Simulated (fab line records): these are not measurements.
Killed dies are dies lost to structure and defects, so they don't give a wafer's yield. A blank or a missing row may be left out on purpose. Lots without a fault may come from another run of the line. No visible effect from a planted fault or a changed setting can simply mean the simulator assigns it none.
fab line records -- flow nandHarc
record lots=7, wafers=21, lastDay=34
route steps=1302 shown A_CHANNEL_FILL_D1@507 A_DECK1_JOINT@518 END@1302
lots untouched by any fault: they come from a run of this same line in which no faults occurred
startH: hours from the record's first day to the start of the lot's first wafer shown -- waitH: time in hours since the lot's previous step -- " unchanged from the row above -- L1.1+2: one row covering several wafers at once -- - either no value or no given start -- * or withheld: withheld -- < > ~ a bound
route shown NAME@n: NAME is a module with steps in the file, n the number in the route of the first one -- usual: mean and standard deviation over wafers with no fault -- same: alike in all rows -- chamber/n: place in a boat -- sites: each site's reading -- _std_site: the standard deviation of these -- _edge_site: the outer-site mean with the inner-site mean subtracted -- radiusMm: how far each site lies from the wafer's centre -- mask NAME#n: copy n -- behind: tool/chamber where the wafer was last shaped -- hold: reason for holding the lot/hours on hold/outcome of the hold -- device: whichever transistor did not switch (one of n, p or np) -- end of line: tests of these same wafers at the route's end -- step lacking rows: just its recipe -- killed: not the wafer's yield, but the dies lost to structure and defects at the first sort -- map: shows each die of a wafer: x if killed, . if not, _ if none is there
set.NAME: the setting that was run; set.NAME@STEP: the one run at that earlier step -- model.NAME: the simulator's own value behind a step, which no gauge read
lots at selected steps of the route; one table per step, one row per wafer
services: a tool's chamber out of use, with start hour (startH, from the record's first day; less than 0 if before it), hours out, and reason
## steps
# step NHARC_A_CHANNEL_FILL_D1_ALD_25
# recipe targetThkA=600, pulseTimeS=10, aldCycles=600, tempC=300, material=SiOx
# usual heaterPowerW=485/39, precursorPulseHeightRel=1.001/0.021, susceptorTempC=299.99/0.2
# same pulseTimeS=10
lot.wafer,tool,chamber,startH,waitH,heaterPowerW,precursorPulseHeightRel,susceptorTempC
L935.3,aldHk-04,1,256.31,0.7,455,0.992,299.77
L935.5,aldHk-04,0,258.13,2.5,505,0.977,300.57
L935.6,aldHk-04,1,258.13,2.5,467,0.989,299.72
L941.2,aldHk-01,0,311.11,0.1,450,0.970,299.90
L941.4,aldHk-01,3,312.98,2.0,513,1.038,300.29
L941.6,aldHk-01,0,312.98,2.0,463,1.002,299.87
L940.2,aldHk-04,2,312.28,1.3,549,0.980,300.02
L940.3,aldHk-04,3,312.28,1.3,488,0.959,300.08
L940.6,aldHk-04,1,314.12,3.1,473,0.976,300.24
L943.1,aldHk-03,1,326.13,0.1,475,0.984,300.18
L943.4,aldHk-03,3,327.34,1.3,420,0.986,299.73
L943.6,aldHk-03,1,328.55,2.5,481,1.009,299.94
L950.2,aldHk-01,3,408.54,1.3,535,0.997,300.10
L950.4,aldHk-01,0,408.54,1.3,450,1.011,300.08
L950.6,aldHk-01,2,410.42,3.2,529,0.982,300.21
L952.1,aldHk-03,2,425.77,0.3,423,0.963,300.02
L952.4,aldHk-03,1,427.63,2.2,460,0.991,299.97
L952.6,aldHk-03,3,428.87,3.4,461,1.011,299.59
L953.2,aldHk-03,0,447.89,1.3,517,0.984,300.13
L953.3,aldHk-03,1,447.89,1.3,468,1.028,300.13
L953.5,aldHk-03,3,449.75,3.1,464,1.033,300.03
# step NHARC_A_CHANNEL_FILL_D1_ETCHBACK_08
# recipe targetDepthA=2200, timeS=110, c4f8FlowSccm=20, arFlowSccm=withheld, rfW=600, biasW=300, chemistry=C4F8
# usual oesProductAu=0.96/0.039, rfVppV=442.2/2.8
lot.wafer,tool,chamber,startH,waitH,oesProductAu,rfHoursCounterH,rfVppV
L935.3,rieDiel-07,0,-,-,0.93,9,444.1
L935.5,rieDiel-07,0,-,-,0.94,-,444.1
L935.6,rieDiel-07,1,-,-,0.93,-,440.7
L940.3,rieDiel-07,3,-,-,0.99,0,446.6
L940.2,rieDiel-07,2,-,-,1.02,0,442.3
L940.6,rieDiel-07,2,-,-,1.00,-,444.8
L941.2,rieDiel-05,0,-,-,0.94,4,444.1
L941.6,rieDiel-05,2,-,-,0.93,-,442.9
L941.4,rieDiel-05,0,-,-,0.94,-,444.4
L943.4,rieDiel-07,2,-,-,0.98,1,443.9
L943.1,rieDiel-07,0,-,-,0.97,2,443.7
L943.6,rieDiel-07,3,-,-,0.96,-,446.2
L950.2,rieDiel-10,2,-,-,0.91,6,436.1
L950.4,rieDiel-10,3,-,-,0.92,7,441.0
L950.6,rieDiel-10,1,-,-,0.94,-,436.4
L952.4,rieDiel-07,0,-,-,0.93,8,445.1
L952.1,rieDiel-07,2,-,-,0.92,6,443.0
L952.6,rieDiel-07,1,-,-,0.93,-,441.7
L953.2,rieDiel-05,3,-,-,1.01,2,443.4
L953.3,rieDiel-05,3,-,-,1.02,-,443.4
L953.5,rieDiel-05,3,-,-,1.02,-,444.8
# step NHARC_A_CHANNEL_FILL_D1_STRIP_29
# recipe timeS=20, o2FlowSccm=500, arFlowSccm=0, biasW=0, chemistry=O2
# usual drypumpMotorCurrentA=5.7/0.42, oesProductAu=1.004/0.012, rfVppV=58.0/0.86, showerheadPlenumPTorr=3.62/0.14, throttleValvePct=17.035/0.0081
lot.wafer,tool,chamber,startH,waitH,drypumpMotorCurrentA,oesProductAu,rfHoursCounterH,rfVppV,showerheadPlenumPTorr,throttleValvePct
L935.3,rieDiel-07,3,-,-,5.7,0.983,9,59.7,3.77,17.041
L935.5,rieDiel-07,2,-,-,5.5,1.002,-,57.8,3.61,17.047
L935.6,rieDiel-07,3,-,-,5.7,0.981,-,58.8,3.77,17.031
L940.2,rieDiel-07,2,316.79,0.1,5.4,1.004,0,58.0,3.61,17.024
L940.3,rieDiel-07,1,316.79,0.1,6.0,1.014,0,58.2,3.58,17.044
L940.6,rieDiel-07,1,316.79,0.1,5.9,1.025,-,57.8,3.58,17.040
L941.2,rieDiel-05,2,316.90,0.1,5.2,0.991,4,58.1,3.68,17.058
L941.6,rieDiel-05,1,316.90,0.1,5.2,0.984,-,57.3,3.52,17.032
L941.4,rieDiel-05,2,316.90,0.1,5.2,0.999,-,58.4,3.68,17.037
L943.1,rieDiel-07,0,-,-,6.5,1.001,2,59.3,3.75,17.027
L943.4,rieDiel-07,1,-,-,6.0,1.019,1,57.4,3.58,17.034
L943.6,rieDiel-07,0,-,-,6.5,1.007,-,57.8,3.75,17.037
L950.4,rieDiel-10,1,-,-,5.7,1.019,5,56.5,3.29,17.034
L950.2,rieDiel-10,2,-,-,4.9,0.993,6,57.1,3.36,17.037
L950.6,rieDiel-10,2,-,-,4.9,0.992,-,56.9,3.36,17.027
L952.4,rieDiel-07,0,-,-,6.5,1.013,8,58.7,3.75,17.044
L952.1,rieDiel-07,1,-,-,5.9,1.011,7,57.7,3.58,17.031
L952.6,rieDiel-07,3,-,-,5.7,0.997,-,60.4,3.76,17.041
L953.2,rieDiel-05,1,452.47,0.2,5.2,0.992,2,58.2,3.51,17.035
L953.3,rieDiel-05,1,452.47,0.2,5.2,0.985,-,58.3,3.51,17.027
L953.5,rieDiel-05,1,452.47,0.2,5.2,0.993,-,57.9,3.51,17.031
# step NHARC_A_CHANNEL_FILL_D1_PRECLEAN_30
# recipe timeS=30, chemistry=dHF
# step NHARC_A_CHANNEL_FILL_D1_SRD_31
# step NHARC_A_CHANNEL_FILL_D1_CVD_09
# recipe targetThkA=1500, tempC=620, pressureMtorr=200, timeS=3000, material=poly-Si
# step NHARC_A_CHANNEL_FILL_D1_CMP_10
# recipe targetThkNm=150
# step NHARC_A_CHANNEL_FILL_D1_SRD_12
# step NHARC_A_CHANNEL_FILL_D1_INSPECT_13
# usual rawDefectCount=328/120
lot.wafer,tool,chamber,startH,waitH,rawDefectCount
L935.3,defectInspect-02,-,267.39,0.0,401
L935.5,defectInspect-02,-,267.39,0.0,439
L935.6,defectInspect-02,-,267.39,0.0,310
L941.2,defectInspect-02,-,322.84,0.0,373
L941.4,defectInspect-02,-,322.84,0.0,400
L941.6,defectInspect-02,-,322.84,0.0,403
L940.2,defectInspect-01,-,322.84,0.0,538
L940.3,defectInspect-01,-,322.84,0.0,512
L940.6,defectInspect-01,-,322.84,0.0,330
L943.1,defectInspect-02,-,337.93,0.0,340
L943.4,defectInspect-02,-,337.93,0.0,403
L943.6,defectInspect-02,-,337.93,0.0,410
L950.2,defectInspect-01,-,419.03,0.0,329
L950.4,defectInspect-01,-,419.03,0.0,209
L950.6,defectInspect-01,-,419.03,0.0,322
L952.1,defectInspect-02,-,437.93,0.0,250
L952.4,defectInspect-02,-,437.93,0.0,365
L952.6,defectInspect-02,-,437.93,0.0,321
L953.2,defectInspect-02,-,458.59,0.0,221
L953.3,defectInspect-02,-,458.59,0.0,467
L953.5,defectInspect-02,-,458.59,0.0,323
# step NHARC_A_DECK1_JOINT_ETCHBACK_07
# recipe targetDepthA=1050, timeS=26.9, hbrFlowSccm=150, rfW=350, icpW=350, biasW=60, chemistry=HBr
# usual drypumpMotorCurrentA=5.6/0.4, oesProductAu=0.999/0.015, throttleValvePct=23.266/0.0092
lot.wafer,tool,chamber,startH,waitH,drypumpMotorCurrentA,oesProductAu,rfHoursCounterH,throttleValvePct
L935.3,rieSi-01,1,267.49,0.1,5.4,1.024,0.6,23.269
L935.6,rieSi-01,2,267.49,0.1,5.0,0.981,-,23.291
L935.5,rieSi-01,3,267.49,0.1,6.1,0.993,-,23.276
L940.3,rieSi-04,2,322.90,0.1,6.0,1.008,0.9,23.264
L940.2,rieSi-04,1,322.90,0.1,6.3,1.002,0.8,23.252
L940.6,rieSi-04,3,322.90,0.1,5.6,0.994,-,23.262
L941.2,rieSi-01,2,322.91,0.1,5.0,0.984,0.9,23.273
L941.4,rieSi-01,3,322.91,0.1,6.1,0.993,0.7,23.267
L941.6,rieSi-01,1,322.91,0.1,5.4,1.026,-,23.250
L943.1,rieSi-04,1,338.02,0.1,6.3,1.003,1.0,23.268
L943.4,rieSi-04,2,338.02,0.1,6.0,1.005,1.0,23.277
L943.6,rieSi-04,0,338.02,0.1,6.0,1.014,-,23.269
L950.4,rieSi-06,0,419.10,0.1,5.5,1.004,1.0,23.248
L950.2,rieSi-06,2,419.10,0.1,5.8,0.999,0.9,23.251
L950.6,rieSi-06,0,419.10,0.1,5.5,1.010,-,23.270
L952.4,rieSi-06,1,438.00,0.1,5.9,1.004,0,23.267
L952.1,rieSi-06,2,438.00,0.1,5.8,1.012,0,23.266
L952.6,rieSi-06,0,438.00,0.1,5.5,1.005,-,23.274
L953.2,rieSi-01,2,458.66,0.1,5.0,0.997,0.5,23.269
L953.3,rieSi-01,0,458.66,0.1,5.6,0.996,0.5,23.268
L953.5,rieSi-01,2,458.66,0.1,5.0,0.983,-,23.269
# step NHARC_A_DECK1_JOINT_ETCH_25
# recipe targetDepthA=5, chemistry=dHF, material=SiO2
lot.wafer,tool,chamber,startH,waitH
L935.5+6+3,wetBench-01,"6,2,3",267.59,0.1
L941.4+2+6,wetBench-06,"2,3,4",323.05,0.1
L940.6+2+3,wetBench-05,"5,6,7",323.06,0.1
L943.1+4+6,wetBench-05,"6,7,3",338.14,0.1
L950.6+2+4,wetBench-06,"4,5,1",419.24,0.1
L952.6+1+4,wetBench-01,"4,7,1",438.14,0.1
L953.5+3+2,wetBench-06,"3,5,7",458.79,0.1
# step NHARC_A_DECK1_JOINT_ETCH_19
# recipe tempC=25, targetDepthA=30, chemistry=TMAH, material=poly-Si
# step NHARC_A_DECK1_JOINT_ETCH_18
# recipe targetDepthA=30, chemistry=dHF, material=SiO2
# step NHARC_A_DECK1_JOINT_WET_08
# recipe tempC=160, timeS=86, chemistry=H3PO4
# step NHARC_A_DECK1_JOINT_ETCH_09
# recipe targetDepthA=50, chemistry=dHF, material=SiO2
# step NHARC_A_DECK1_JOINT_WET_10
# recipe tempC=160, timeS=86, chemistry=H3PO4
# step NHARC_A_DECK1_JOINT_ETCH_11
# recipe targetDepthA=350, chemistry=dHF, material=SiO2
# step NHARC_A_DECK1_JOINT_CVD_12
# recipe targetThkA=900, tempC=620, pressureMtorr=200, timeS=1800, material=poly-Si
# step NHARC_A_DECK1_JOINT_CMP_13
# recipe targetThkNm=51.023
# step NHARC_A_DECK1_JOINT_SRD_04
# step NHARC_A_DECK1_JOINT_ETCHBACK_00
# recipe targetDepthA=300, timeS=17.4, hbrFlowSccm=150, rfW=350, icpW=350, biasW=60, chemistry=HBr
# step NHARC_A_DECK1_JOINT_PRECLEAN_30
# recipe timeS=*, tempC=50, bathAgeMin=0, chemistry=SC1
# step NHARC_A_DECK1_JOINT_SRD_31
# step NHARC_A_DECK1_JOINT_CVD_34
# recipe targetThkA=200, tempC=700, pressureMtorr=300, material=SiNx
# step NHARC_A_DECK1_JOINT_DEP_06
# recipe targetThkA=800, tempC=65, material=SiOx
# step NHARC_A_DECK1_JOINT_CURE_26
# recipe tempC=150, timeS=32, pressureAtm=0.395
# step NHARC_A_DECK1_JOINT_ANNEAL_27
# recipe tempC=400, timeS=3600, idleTempC=300, rampUpCPerMin=10, densificationPH2oTorr=640
# step NHARC_A_DECK1_JOINT_ANNEAL_28
# recipe tempC=500, timeS=1800, idleTempC=400, rampUpCPerMin=10, densificationPH2oTorr=640
# step NHARC_A_DECK1_JOINT_ANNEAL_29
# recipe tempC=750, timeS=1800, idleTempC=500, rampUpCPerMin=10, rampDownCPerMin=3
# step NHARC_A_DECK1_JOINT_CMP_02
# recipe material=SiOx
# usual edgeZonePressureFrac=0.999/0.0053, motorCurrentA=12.0/1
lot.wafer,tool,chamber,startH,waitH,edgeZonePressureFrac,motorCurrentA
L935.3,cmp-02,2,300.51,0.4,1.005,12.0
L935.5,cmp-02,1,300.51,0.4,0.999,14.4
L935.6,cmp-02,2,300.51,0.4,1.001,10.8
L941.4,cmp-02,3,359.07,0.4,1.006,12.5
L941.2,cmp-02,0,359.07,0.4,1.000,12.5
L941.6,cmp-02,3,359.07,0.4,1.010,11.2
L940.3,cmp-01,3,359.09,0.4,0.990,12.8
L940.2,cmp-01,0,359.09,0.4,1.000,13.6
L940.6,cmp-01,3,359.09,0.4,0.993,11.7
L943.4,cmp-02,1,376.22,0.4,1.002,14.0
L943.1,cmp-02,2,376.22,0.4,1.006,11.5
L943.6,cmp-02,3,376.22,0.4,1.002,12.7
L950.2,cmp-01,1,459.28,0.4,1.001,9.7
L950.4,cmp-01,2,459.28,0.4,1.006,11.2
L950.6,cmp-01,0,459.28,0.4,0.993,14.0
L952.4,cmp-03,2,473.90,0.4,0.995,12.0
L952.1,cmp-03,1,473.90,0.4,1.001,11.8
L952.6,cmp-03,2,473.90,0.4,1.002,11.7
L953.2,cmp-01,1,496.56,0.4,0.996,10.3
L953.3,cmp-01,2,496.56,0.4,1.000,11.6
L953.5,cmp-01,1,496.56,0.4,0.998,10.1
# step NHARC_A_DECK1_JOINT_SRD_15
# step NHARC_A_DECK1_JOINT_DEP_16
# recipe targetThkA=450, tempC=400, pressureTorr=6.5, rfW=900, teosFlowSccm=161.4, flowSccm=2650, targetThkNm=45, gas=O2, material=SiO2
# step NHARC_A_DECK1_JOINT_INSPECT_05
# usual rawDefectCount=311/130
lot.wafer,tool,chamber,startH,waitH,rawDefectCount
L935.3,defectInspect-01,-,301.21,0.0,199
L935.5,defectInspect-01,-,301.21,0.0,286
L935.6,defectInspect-01,-,301.21,0.0,303
L941.2,defectInspect-02,-,359.77,0.0,185
L941.4,defectInspect-02,-,359.77,0.0,153
L941.6,defectInspect-02,-,359.77,0.0,271
L940.2,defectInspect-01,-,359.78,0.0,292
L940.3,defectInspect-01,-,359.78,0.0,254
L940.6,defectInspect-01,-,359.78,0.0,228
L943.1,defectInspect-02,-,376.87,0.0,492
L943.4,defectInspect-02,-,376.87,0.0,556
L943.6,defectInspect-02,-,376.87,0.0,274
L950.2,defectInspect-01,-,459.97,0.0,439
L950.4,defectInspect-01,-,459.97,0.0,538
L950.6,defectInspect-01,-,459.97,0.0,597
L952.1,defectInspect-02,-,474.69,0.0,382
L952.4,defectInspect-02,-,474.69,0.0,565
L952.6,defectInspect-02,-,474.69,0.0,527
L953.2,defectInspect-01,-,497.43,0.0,337
L953.3,defectInspect-01,-,497.43,0.0,282
L953.5,defectInspect-01,-,497.43,0.0,359
# step NHARC_END_SORT_01
# recipe tempC=25
# usual killedAtArray=63/27, killedAtOther=0.7/1.2, killedAtPeriphery=3.1/2, killedDies=67/28, killedOpen=3.0/1.9, killedShort=2.2/1.5
# same grossDies=677
lot.wafer,tool,chamber,startH,waitH,hold,killedAtArray,killedAtOther,killedAtPeriphery,killedDies,killedOpen,killedShort
L935.3,prober-02,0,591.38,3.1,-,73,0,4,77,5,0
L935.5,prober-02,0,592.97,3.7,-,80,1,4,85,4,3
L935.6,prober-02,0,593.77,4.0,-,86,0,1,87,3,0
L940.2,prober-02,0,645.13,2.8,awaitDispo/7.7h/scrap,670,1,6,677,5,3
L940.3,prober-02,0,645.92,3.1,awaitDispo/7.7h/scrap,674,1,2,677,1,1
L940.6,prober-02,0,648.28,3.9,awaitDispo/7.7h/scrap,674,0,3,677,2,4
L941.2,prober-01,0,654.89,2.8,awaitDispo/6.0h/scrap,673,1,3,677,3,4
L941.4,prober-01,0,656.49,3.4,awaitDispo/6.0h/scrap,670,0,7,677,3,5
L941.6,prober-01,0,658.10,4.0,awaitDispo/6.0h/scrap,674,2,1,677,3,5
L943.1,prober-01,0,669.53,2.5,awaitDispo/5.3h/scrap,675,0,2,677,2,0
L943.4,prober-01,0,671.92,3.4,awaitDispo/5.3h/scrap,675,0,2,677,2,1
L943.6,prober-01,0,673.52,4.0,awaitDispo/5.3h/scrap,675,2,0,677,3,1
L953.2,prober-01,0,809.74,2.8,-,48,0,3,51,1,2
L953.3,prober-01,0,810.54,3.1,-,40,0,4,44,3,3
L953.5,prober-01,0,812.13,3.7,-,42,0,2,44,3,0
# killed by level:class
L935.3 A_CHANNEL_HOLE_D1:chamberFilmFlake=35 A_SLIT:chamberFilmFlake=24 A_CHANNEL_HOLE_D2:chamberFilmFlake=6 A_STAIRCASE:chamberFilmFlake=3 P_M2:chamberFilmFlake=2 A_ONON_D1:geometricParticle:open=1 A_ONON_D2:geometricParticle:open=1 A_CHANNEL_FILL_D2:geometricParticle:open=1
L935.5 A_CHANNEL_HOLE_D1:chamberFilmFlake=35 A_SLIT:chamberFilmFlake=31 A_CHANNEL_HOLE_D2:chamberFilmFlake=5 A_DECK1_JOINT:geometricParticle:short=2 A_STAIRCASE:chamberFilmFlake=2 P_STI:geometricParticle:short=1 P_CONTACT:geometricParticle:open=1 A_DECK1_JOINT:geometricParticle:open=1
L935.6 A_SLIT:chamberFilmFlake=32 A_CHANNEL_HOLE_D1:chamberFilmFlake=30 A_CHANNEL_HOLE_D2:chamberFilmFlake=9 A_STAIRCASE:chamberFilmFlake=4 A_CONTACT:chamberFilmFlake=4 A_ZERO_WELL:chamberFilmFlake=2 A_DECK1_JOINT:chamberFilmFlake=2 A_ONON_D1:geometricParticle:open=1
L940.2 A_DECK1_JOINT:areaEtch=538 A_SLIT:chamberFilmFlake=38 A_CHANNEL_HOLE_D2:chamberFilmFlake=34 A_CHANNEL_HOLE_D1:chamberFilmFlake=33 A_STAIRCASE:chamberFilmFlake=11 A_CONTACT:chamberFilmFlake=8 A_DECK1_JOINT:geometricParticle:open=2 P_ZERO_WELL:chamberFilmFlake=2
L940.3 A_DECK1_JOINT:areaEtch=576 A_SLIT:chamberFilmFlake=35 A_CHANNEL_HOLE_D1:chamberFilmFlake=23 A_CHANNEL_HOLE_D2:chamberFilmFlake=15 A_CONTACT:chamberFilmFlake=11 A_STAIRCASE:chamberFilmFlake=9 A_ONON_D2:geometricParticle:short=1 A_CHANNEL_HOLE_D2:geometricParticle:open=1
L940.6 A_DECK1_JOINT:areaEtch=548 A_CHANNEL_HOLE_D1:chamberFilmFlake=37 A_SLIT:chamberFilmFlake=37 A_CHANNEL_HOLE_D2:chamberFilmFlake=32 A_STAIRCASE:chamberFilmFlake=7 A_CONTACT:chamberFilmFlake=5 A_M0:chamberFilmFlake=2 P_GATE:geometricParticle:short=1
L941.2 A_DECK1_JOINT:areaEtch=606 A_SLIT:chamberFilmFlake=26 A_CHANNEL_HOLE_D2:chamberFilmFlake=21 A_CHANNEL_HOLE_D1:chamberFilmFlake=7 A_CONTACT:chamberFilmFlake=4 A_STAIRCASE:chamberFilmFlake=3 A_ONON_D2:geometricParticle:short=2 P_GATE:geometricParticle:open=1
L941.4 A_DECK1_JOINT:areaEtch=608 A_SLIT:chamberFilmFlake=29 A_CHANNEL_HOLE_D2:chamberFilmFlake=14 A_WL_FILL:geometricParticle:short=4 A_CHANNEL_HOLE_D1:chamberFilmFlake=4 P_BONDPAD:chamberFilmFlake=3 A_WL_FILL:chamberFilmFlake=3 P_ZERO_WELL:chamberFilmFlake=2
L941.6 A_DECK1_JOINT:areaEtch=612 A_SLIT:chamberFilmFlake=22 A_CHANNEL_HOLE_D2:chamberFilmFlake=21 A_CHANNEL_HOLE_D1:chamberFilmFlake=6 A_CONTACT:chamberFilmFlake=4 A_DECK1_JOINT:geometricParticle:open=2 THIN_TSV:chamberFilmFlake=2 P_GATE:geometricParticle:open=1
L943.1 A_DECK1_JOINT:areaEtch=615 A_SLIT:chamberFilmFlake=35 A_CHANNEL_HOLE_D2:chamberFilmFlake=12 A_CHANNEL_HOLE_D1:chamberFilmFlake=6 A_STAIRCASE:chamberFilmFlake=3 P_ZERO_WELL:chamberFilmFlake=2 A_WL_FILL:chamberFilmFlake=2 A_ONON_D1:geometricParticle:open=1
L943.4 A_DECK1_JOINT:areaEtch=612 A_SLIT:chamberFilmFlake=26 A_CHANNEL_HOLE_D2:chamberFilmFlake=17 A_CHANNEL_HOLE_D1:chamberFilmFlake=8 A_STAIRCASE:chamberFilmFlake=3 A_CHANNEL_FILL_D2:chamberFilmFlake=2 A_WL_FILL:chamberFilmFlake=2 P_GATE:geometricParticle:open=1
L943.6 A_DECK1_JOINT:areaEtch=619 A_SLIT:chamberFilmFlake=33 A_CHANNEL_HOLE_D2:chamberFilmFlake=13 A_CHANNEL_HOLE_D1:chamberFilmFlake=3 THIN_TSV:chamberFilmFlake=2 A_CHANNEL_FILL_D2:geometricParticle:short=1 A_CONTACT:geometricParticle:open=1 A_BLC:geometricParticle:open=1
L953.2 A_CHANNEL_HOLE_D1:chamberFilmFlake=19 A_CONTACT:chamberFilmFlake=9 A_SLIT:chamberFilmFlake=7 A_SGD_CUT:chamberFilmFlake=4 P_ZERO_WELL:chamberFilmFlake=3 A_CHANNEL_FILL_D1:chamberFilmFlake=3 A_STAIRCASE:chamberFilmFlake=2 A_ONON_D1:geometricParticle:short=1
L953.3 A_CHANNEL_HOLE_D1:chamberFilmFlake=18 A_SLIT:chamberFilmFlake=5 P_ZERO_WELL:chamberFilmFlake=3 A_CHANNEL_HOLE_D2:chamberFilmFlake=3 A_STAIRCASE:chamberFilmFlake=3 A_WL_FILL:chamberFilmFlake=3 A_CONTACT:chamberFilmFlake=3 A_ONON_D1:geometricParticle:short=2
L953.5 A_CHANNEL_HOLE_D1:chamberFilmFlake=16 A_DECK1_JOINT:chamberFilmFlake=5 A_SLIT:chamberFilmFlake=5 A_CHANNEL_HOLE_D2:chamberFilmFlake=3 A_SGD_CUT:chamberFilmFlake=3 A_CONTACT:chamberFilmFlake=3 P_ZERO_WELL:chamberFilmFlake=2 A_M1:chamberFilmFlake=2
# map L940.2 (x killed, . not)
____________x____________
_________xxxxxxx_________
_______xxxxxxxxxxx_______
______xxxxxxxxxxxxx______
_____xxxxxxxxxxxxxxx_____
____xxxxxxxxxxxxxxxxx____
____xxxxxxxxxxxxxxxxx____
___xxxxxxxxxxxxxxxxxxx___
___xxxxxxxxxxxxxxxxxxx___
__xxxxxxxxxxxxxxxxxxxxx__
__xxxxxxxxxxxxxxxxxxxxx__
_xxxxxxxxxxxxxxxxxxxxxxx_
_xxxxxxxxxxxxxxxxxxxxxxx_
_xxxxxxxxxxxxxxxxxxxxxxx_
_xxxxxxxxxxxxxxxxxxxxxxx_
_xxxxxxxxxxxxxxxxxxxxxxx_
xxxxxxxxxxxxxxxxxxxxxxxxx
xxxxxxxxxxxxxxxxxxxxxxxxx
xxxxxxxxxxxxxxxxxxxxxxxxx
xxxxxxxxxxxxxxxxxxxxxxxxx
xxxxxxxxxxxxxxxxxxxxxxxxx
_xxxxxxxxxxxxxxxxxxxxxxx_
_xxxxxxxxxxxxxxxxxxxxxxx_
_xxxxxxxxxxxxxxxxxxxxxxx_
_xxxxxxxxxxxxxxxxxxxxxxx_
_xxxxxxxxxxxxxxxxxxxxxxx_
__xxxxxxxxxxxxxxxxxxxxx__
__xxxxxxxxxxxxxxxxxxxxx__
___xxxxxxxxxxxxxxxxxxx___
___xxxxxxxxxxxxxxxxxxx___
____xxxxxxxxxxxxxxxxx____
____xxxxxxxxxxxxxxxxx____
_____xxxxxxxxxxxxxxx_____
______xxxxxxxxxxxxx______
_______xxxxxxxxxxx_______
_________xxxxxxx_________
____________x____________
# map L941.2 (x killed, . not)
____________x____________
_________xxxxxxx_________
_______xxxxxxxxxxx_______
______xxxxxxxxxxxxx______
_____xxxxxxxxxxxxxxx_____
____xxxxxxxxxxxxxxxxx____
____xxxxxxxxxxxxxxxxx____
___xxxxxxxxxxxxxxxxxxx___
___xxxxxxxxxxxxxxxxxxx___
__xxxxxxxxxxxxxxxxxxxxx__
__xxxxxxxxxxxxxxxxxxxxx__
_xxxxxxxxxxxxxxxxxxxxxxx_
_xxxxxxxxxxxxxxxxxxxxxxx_
_xxxxxxxxxxxxxxxxxxxxxxx_
_xxxxxxxxxxxxxxxxxxxxxxx_
_xxxxxxxxxxxxxxxxxxxxxxx_
xxxxxxxxxxxxxxxxxxxxxxxxx
xxxxxxxxxxxxxxxxxxxxxxxxx
xxxxxxxxxxxxxxxxxxxxxxxxx
xxxxxxxxxxxxxxxxxxxxxxxxx
xxxxxxxxxxxxxxxxxxxxxxxxx
_xxxxxxxxxxxxxxxxxxxxxxx_
_xxxxxxxxxxxxxxxxxxxxxxx_
_xxxxxxxxxxxxxxxxxxxxxxx_
_xxxxxxxxxxxxxxxxxxxxxxx_
_xxxxxxxxxxxxxxxxxxxxxxx_
__xxxxxxxxxxxxxxxxxxxxx__
__xxxxxxxxxxxxxxxxxxxxx__
___xxxxxxxxxxxxxxxxxxx___
___xxxxxxxxxxxxxxxxxxx___
____xxxxxxxxxxxxxxxxx____
____xxxxxxxxxxxxxxxxx____
_____xxxxxxxxxxxxxxx_____
______xxxxxxxxxxxxx______
_______xxxxxxxxxxx_______
_________xxxxxxx_________
____________x____________
## services
tool,chamber,startH,hours,kind
cmp-02,-,232.50,4.0,pm
cmp-01,-,238.01,0.5,repair
rieDiel-07,-,251.01,0.8,repair
rieDiel-05,1,255.99,1.6,repair
cmp-01,-,264.20,0.3,repair
rieSi-01,3,275.33,7.9,repair
cmp-01,-,283.81,4.0,pm
rieDiel-07,0,289.35,29.0,repair
cmp-01,-,292.72,1.7,repair
rieDiel-07,-,294.39,9.0,pm
rieSi-01,1,299.88,1.5,repair
cmp-01,-,302.81,5.1,repair
rieDiel-05,3,305.93,34.1,repair
aldHk-03,-,323.18,2.6,repair
cmp-02,-,330.50,4.0,pm
rieDiel-07,2,354.30,5.6,repair
rieSi-01,-,364.01,1.4,repair
rieDiel-07,3,371.85,10.6,repair
rieDiel-07,1,387.89,7.5,repair
rieDiel-05,-,406.60,9.0,pm
rieDiel-05,0,437.73,16.6,repair
rieDiel-05,2,452.01,1.8,repair
rieDiel-07,-,471.39,9.0,pm
rieDiel-05,2,476.37,4.7,repair
## key
firstSign step=NHARC_END_SORT_01, reading=killedAtArray, direction=up, sigmas=22, usual=63, struck=673
effect step=NHARC_END_SORT_01, reading=killedDies, direction=up, sigmas=22, usual=67, struck=677
moreKillsBornAt NHARC_A_DECK1_JOINT_ETCH_25@wetBench-05=3508, NHARC_A_DECK1_JOINT_ETCH_25@wetBench-06=1826
metAt NHARC_A_DECK1_JOINT_ETCH_25
struckWafers L940.2,L940.3,L940.6,L941.2,L941.4,L941.6,L943.1,L943.4,L943.6
laterRowsLeftOut L940.2,L940.3,L940.6,L941.2,L941.4,L941.6,L943.1,L943.4,L943.6
testerLeftOut L940,L941,L943
fault kind=skippedStepWhole, tool=wetBench-05,wetBench-06, chamber=-, onsetH=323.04, steps=NHARC_A_DECK1_JOINT_ETCH_25, scope=struckLotsOnly
# testerLeftOut: of these lots the tester's yield and bins aren't shown, on N5 and GAA mostly nor the transistor test; their killed dies are dies lost to structure and defects alone, not to doping, threshold or leakage, so they don't give the yield
# laterRowsLeftOut: the simulator's readings of these wafers behind a module that went badly wrong aren't trusted and aren't shown, but for the sort
